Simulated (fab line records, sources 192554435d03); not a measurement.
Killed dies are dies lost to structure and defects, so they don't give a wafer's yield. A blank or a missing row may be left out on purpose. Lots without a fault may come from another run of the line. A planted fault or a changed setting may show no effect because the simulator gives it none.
Split-lot experiment | flow n5_finfet | 7 lots, 39 wafers read, on a route of 1938 steps

THE SPLIT
At N5_BEOL_M1_ILD_DEP_00 (deposits SiOC from DEMS/O2, target thk 79 nm, time 15.3 s), the setting time_s was moved away from the recipe's 15.3 s on 9 of the 39 wafers read, by -49.9% to +58.2%. The other wafers ran this setting at the recipe's value.

The file shows no step between the split and the reading.

THE READING
M1_ILD_THK, in nm, at N5_BEOL_M1_THK_MEAS_01. Fault-free wafers of this fab line usually give 79.2 nm, standard deviation 1.2 nm.

wafer  | tool, chamber at the split | time_s as run, s | against the recipe | M1_ILD_THK, nm | against lot-mates on the recipe
L075.1 | pecvd-02, 0                | 15.3             | recipe             | 78.4           | -
L075.2 | pecvd-02, 2                | 15.3             | recipe             | 77.7           | -
L075.3 | pecvd-02, 1                | 15.3             | recipe             | 77.7           | -
L075.4 | pecvd-02, 2,0              | 15.3             | recipe             | 78.6           | -
L075.5 | pecvd-02, 1                | 15.3             | recipe             | 78.7           | -
L075.6 | pecvd-02, 2,0              | 15.3             | recipe             | 78.8           | -
L078.1 | pecvd-02, 1                | 15.3             | recipe             | 77.7           | -
L078.2 | pecvd-02, 2                | 15.3             | recipe             | 78.7           | -
L078.3 | pecvd-02, 0                | 7.665            | -49.9%             | 40.3           | -38.4
L078.4 | pecvd-02, 2                | 7.665            | -49.9%             | 40.5           | -38.2
L078.5 | pecvd-02, 0                | 15.3             | recipe             | 79.7           | -
L078.6 | pecvd-02, 1                | 7.665            | -49.9%             | 39.2           | -39.5
L084.1 | pecvd-03, 2                | 15.3             | recipe             | 77.9           | -
L084.2 | pecvd-03, 0                | 24.2             | +58.2%             | 123.4          | +44.3
L084.3 | pecvd-03, 1                | 15.3             | recipe             | 79.6           | -
L084.4 | pecvd-03, 0                | 15.3             | recipe             | 79.8           | -
L084.5 | pecvd-03, 1                | 24.2             | +58.2%             | 126.1          | +47.0
L084.6 | pecvd-03, 2                | 24.2             | +58.2%             | 123.7          | +44.6
L086.3 | pecvd-03, 1                | 15.3             | recipe             | 77.9           | -
L086.4 | pecvd-03, 0                | 15.3             | recipe             | 78.7           | -
L086.6 | pecvd-03, 2                | 15.3             | recipe             | 78.2           | -
L088.1 | pecvd-04, 2,0              | 15.3             | recipe             | 79.6           | -
L088.2 | pecvd-04, 1                | 15.3             | recipe             | 80.9           | -
L088.3 | pecvd-04, 2,0              | 15.3             | recipe             | 79.6           | -
L088.4 | pecvd-04, 2                | 15.3             | recipe             | 79.4           | -
L088.5 | pecvd-04, 0                | 15.3             | recipe             | 81.0           | -
L088.6 | pecvd-04, 1                | 15.3             | recipe             | 82.7           | -
L089.1 | pecvd-03, 1                | 15.3             | recipe             | 78.0           | -
L089.2 | pecvd-03, 0                | 15.3             | recipe             | 77.2           | -
L089.3 | pecvd-03, 0                | 15.3             | recipe             | 78.5           | -
L089.4 | pecvd-03, 1                | 15.3             | recipe             | 79.7           | -
L089.5 | pecvd-03, 0                | 15.3             | recipe             | 78.4           | -
L089.6 | pecvd-03, 1                | 15.3             | recipe             | 78.9           | -
L093.1 | pecvd-02, 0                | 21.98            | +43.7%             | 112.4          | +33.3
L093.2 | pecvd-02, 2                | 15.3             | recipe             | 79.4           | -
L093.3 | pecvd-02, 1                | 15.3             | recipe             | 78.3           | -
L093.4 | pecvd-02, 2                | 21.98            | +43.7%             | 114.3          | +35.2
L093.5 | pecvd-02, 0                | 21.98            | +43.7%             | 114.0          | +34.9
L093.6 | pecvd-02, 1                | 15.3             | recipe             | 79.6           | -
Where a row lists several chambers, the file gives one row for several wafers and doesn't say which wafer went through which chamber.

THE FIT
A straight line over all 39 wafers: M1_ILD_THK changes by +0.784 nm for each +1% of time_s; r = +1.00; the points scatter about the line by 1.1 nm.
The same after taking each lot's own level away (the mean of its wafers on the recipe; 39 wafers): +0.78 nm for each +1%; r = +1.00; scatter 0.84 nm.
On that fit, the largest move of time_s shifts the reading by 45 nm.
The lots' own levels span 78.27 to 80.53 nm, that is 1.9 times the standard deviation above.
So the lot-to-lot level changes the slope little: the two slopes agree.
Check: with one of the wafers moved furthest among these (+58.2%) left out of the fit, the line predicts +45.6 nm for it against its lot-mates. It came out at +44.3 nm against them.

OTHER SPLITS ON THESE WAFERS
These wafers also went through other splits before the reading. Each is held against what the fit with the lots' levels taken away leaves over:
other split on the same wafers                  | wafers away from the commonest value | r with M1_ILD_THK (lot level and that fit taken away)
N5_FIN_SAQP_HM_DEP_03 time_s                    | 15                                   | -0.15
N5_MOL_CONTACT_COAG_ETCHBACK_135 target_depth_a | 12                                   | -0.15

THE WHOLE CHAIN: every reading that the file lists as answering this split, in the file's order
step                   | what it does                                              | reading                                                                            | change (the file's fit)               | r (the file's)
N5_BEOL_M1_ILD_DEP_00  | deposits SiOC from DEMS/O2, target thk 79 nm, time 15.3 s | SiOC_of_BEOL_M1_ILD_DEP_00.thk_nm (the simulator's own value, which no gauge read) | +0.781 nm for each +1% of the setting | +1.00
N5_BEOL_M1_THK_MEAS_01 |                                                           | M1_ILD_THK                                                                         | +0.78 for each +1% of the setting     | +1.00

THE FILE'S OWN FIT
M1_ILD_THK changes by +0.78 nm for each +1% of time_s, r = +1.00.
